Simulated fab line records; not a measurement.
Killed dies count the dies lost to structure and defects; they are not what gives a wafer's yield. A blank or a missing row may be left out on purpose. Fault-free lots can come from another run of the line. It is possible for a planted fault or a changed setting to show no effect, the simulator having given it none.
Matching of chambers | flow n5Finfet | N5_BEOL_M5_ETCH_67 on rieDiel-03: 4 sister chambers
The step etches SiARC in CF4, target depth 15.6 nm, time 26 s. 4 wafers are shown with their chamber, then 7 later ones without.

WAFERS PAIRED WITH THEIR CHAMBERS
wafer  | chamber | showerheadPlenumPTorr (Torr)
L082.1 | 1       | 2.12
L082.2 | 3       | 2.26
L088.1 | 2       | 2.14
L088.3 | 0       | 2.21

WAFERS WHOSE CHAMBER IS MISSING
wafer  | showerheadPlenumPTorr (Torr)
L088.5 | 2.12
L093.2 | 2.13
L093.4 | 2.21
L093.5 | 2.21
L094.1 | 2.25
L094.4 | 2.12
L094.6 | 2.21

CHAMBER TAKEN BY EACH
wafer  | from the rows above     | in truth
L088.5 | 1                       | 1
L093.2 | can't be placed: 1 or 2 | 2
L093.4 | 0                       | 0
L093.5 | 0                       | 0
L094.1 | 3                       | 3
L094.4 | 1                       | 1
L094.6 | 0                       | 0
6 of 7 placed correctly. These rows do not allow placing 1 (true chamber among the candidates in 1). 0 placed wrongly.
How it was worked out, from the rows above alone: a wafer's distance from a chamber is the root of the sum, over the readings, of the square of ((its reading less the chamber's mean) divided by the reading's scatter). The wafer belongs to the nearest chamber; if the next one is less than 2 further off, it can't be placed. A chamber's mean is the mean of its shown wafers. The scatter: root of mean squared gap, hidden wafer to nearest shown wafer, with one shown wafer a chamber.
